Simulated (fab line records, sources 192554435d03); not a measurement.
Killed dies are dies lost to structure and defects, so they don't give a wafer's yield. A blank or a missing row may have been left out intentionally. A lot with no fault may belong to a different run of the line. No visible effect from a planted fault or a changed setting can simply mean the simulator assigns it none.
Matching of chambers    flow n5 finfet    N5_BEOL_M11_STRIP_19 on rie diel-02 has 4 sister chambers
The step strips in O2. 20 wafers are shown with their chamber, then 10 later ones without.

## EACH WAFER AND ITS CHAMBER
wafer   chamber  showerhead plenum p Torr (Torr)  drypump motor current A (A)  throttle valve pct (%)
L075.2  0        2.04                             5.46                         16.39
L075.4  1        2.19                             5.97                         16.32
L075.6  0        2.04                             5.50                         16.39
L079.1  3        2.05                             6.13                         16.40
L079.4  0        2.03                             5.56                         16.39
L079.5  0        2.03                             5.54                         16.39
L082.1  2        2.10                             5.96                         16.62
L082.2  0        2.03                             5.50                         16.42
L082.6  2        2.10                             5.93                         16.58
L084.2  1        2.18                             5.96                         16.35
L084.3  0        2.03                             5.49                         16.40
L084.6  1        2.18                             5.96                         16.34
L086.1  0        2.03                             5.54                         16.44
L086.2  1        2.18                             5.95                         16.35
L086.5  1        2.18                             5.97                         16.36
L089.2  0        2.03                             5.47                         16.43
L089.5  0        2.03                             5.50                         16.45
L089.6  1        2.18                             5.96                         16.34
L091.4  3        2.05                             6.13                         16.43
L091.5  1        2.17                             5.97                         16.37

SIGNATURES (averages over the wafers above)
reading                   chamber 0  chamber 1  chamber 2  chamber 3  scatter within a chamber
showerhead plenum p Torr  2.0322     2.1800     2.1000     2.0500     0.00471
drypump motor current A   5.5067     5.9629     5.9450     6.1300     0.0247
throttle valve pct        16.4111    16.3471    16.6000    16.4150    0.0216
Rule: a wafer's distance from a chamber is the root of the sum, over the readings, of the square of ((its reading less the chamber's mean) divided by the reading's scatter). If the next closest chamber is less than 2 further off than the closest, the wafer can't be placed; otherwise it belongs to the closest. The scatter is the square root of a quotient: the sum, over the shown wafers, of each reading's squared deviation from its chamber's mean, divided by wafers minus chambers.

## WAFERS WITHOUT THEIR CHAMBER
wafer   showerhead plenum p Torr (Torr)  drypump motor current A (A)  throttle valve pct (%)
L091.6  2.09                             5.95                         16.65
L093.3  2.17                             5.99                         16.38
L093.5  2.09                             5.93                         16.68
L093.6  2.04                             6.15                         16.44
L094.1  2.09                             5.95                         16.66
L094.3  2.17                             5.98                         16.38
L094.5  2.03                             5.46                         16.46
L097.1  2.04                             6.14                         16.45
L097.2  2.02                             5.44                         16.46
L097.6  2.09                             6.00                         16.68

## WHICH CHAMBER EACH WENT THROUGH
wafer   from the rows above  in truth
L091.6  2                    2
L093.3  1                    1
L093.5  2                    2
L093.6  3                    3
L094.1  2                    2
L094.3  1                    1
L094.5  0                    0
L097.1  3                    3
L097.2  0                    0
L097.6  2                    2
10 of 10 placed correctly. Not placeable from these rows: 0. Placed wrongly: 0.
